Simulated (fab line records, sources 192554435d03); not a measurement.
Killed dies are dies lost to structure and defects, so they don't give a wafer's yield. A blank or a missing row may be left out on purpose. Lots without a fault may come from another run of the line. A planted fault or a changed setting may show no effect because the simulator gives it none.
Chamber matching | flow n5_finfet | N5_BEOL_M11_ALD_74 on ald_metal-04: 4 sister chambers
The step deposits TaN, target thk 2 nm, pulse time 2 s, purge time 3 s. 16 wafers are shown with their chamber, then 8 later ones without.

WAFERS WITH THEIR CHAMBER
wafer  | chamber | heater_power_w (W) | susceptor_temp_C (C) | mfc_carrier_sccm (sccm)
L074.2 | 3       | 394                | 275.24               | 1510
L074.3 | 0       | 345                | 275.16               | 1503
L074.5 | 0       | 353                | 275.06               | 1502
L076.1 | 0       | 357                | 275.28               | 1496
L076.3 | 3       | 396                | 275.26               | 1500
L076.6 | 0       | 338                | 275.05               | 1494
L082.2 | 0       | 346                | 275.18               | 1495
L082.4 | 1       | 442                | 275.08               | 1503
L082.5 | 3       | 393                | 274.80               | 1507
L087.1 | 1       | 423                | 274.66               | 1491
L087.5 | 3       | 373                | 275.06               | 1507
L087.6 | 2       | 428                | 275.31               | 1503
L093.2 | 0       | 341                | 275.01               | 1504
L093.3 | 1       | 416                | 274.99               | 1500
L093.5 | 1       | 415                | 274.99               | 1498
L091.1 | 1       | 423                | 274.83               | 1502

SIGNATURES (means of the wafers above)
reading          | chamber 0 | chamber 1 | chamber 2 | chamber 3 | scatter within a chamber
heater_power_w   | 346.67    | 423.80    | 428.00    | 389.00    | 9.46
susceptor_temp_C | 275.1233  | 274.9100  | 275.3100  | 275.0900  | 0.158
mfc_carrier_sccm | 1499.00   | 1498.80   | 1503.00   | 1506.00   | 4.52
Rule: a wafer's distance from a chamber is the root of the sum, over the readings, of the square of ((its reading less the chamber's mean) divided by the reading's scatter). The wafer belongs to the nearest chamber; if the next one is less than 2 further off, it can't be placed. The scatter: the root of (the sum of the squares of (reading less its chamber's mean) over the shown wafers, divided by (wafers less chambers)).

WAFERS WITHOUT THEIR CHAMBER
wafer  | heater_power_w (W) | susceptor_temp_C (C) | mfc_carrier_sccm (sccm)
L091.2 | 358                | 274.80               | 1498
L091.4 | 418                | 275.09               | 1489
L092.4 | 358                | 274.95               | 1504
L092.5 | 333                | 274.73               | 1499
L092.6 | 361                | 274.96               | 1501
L095.1 | 335                | 275.13               | 1501
L095.3 | 416                | 275.11               | 1502
L095.5 | 371                | 275.01               | 1495

WHICH CHAMBER EACH WENT THROUGH
wafer  | from the rows above          | in truth
L091.2 | can't be placed: 0 or 3      | 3
L091.4 | can't be placed: 1 or 2      | 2
L092.4 | can't be placed: 0 or 3      | 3
L092.5 | 0                            | 0
L092.6 | can't be placed: 0 or 3      | 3
L095.1 | 0                            | 0
L095.3 | can't be placed: 1 or 2 or 3 | 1
L095.5 | can't be placed: 0 or 3      | 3
Placed correctly: 2 of 8. Can't be placed from these rows: 6 (the true chamber is among the candidates in 6). Placed wrongly: 0.
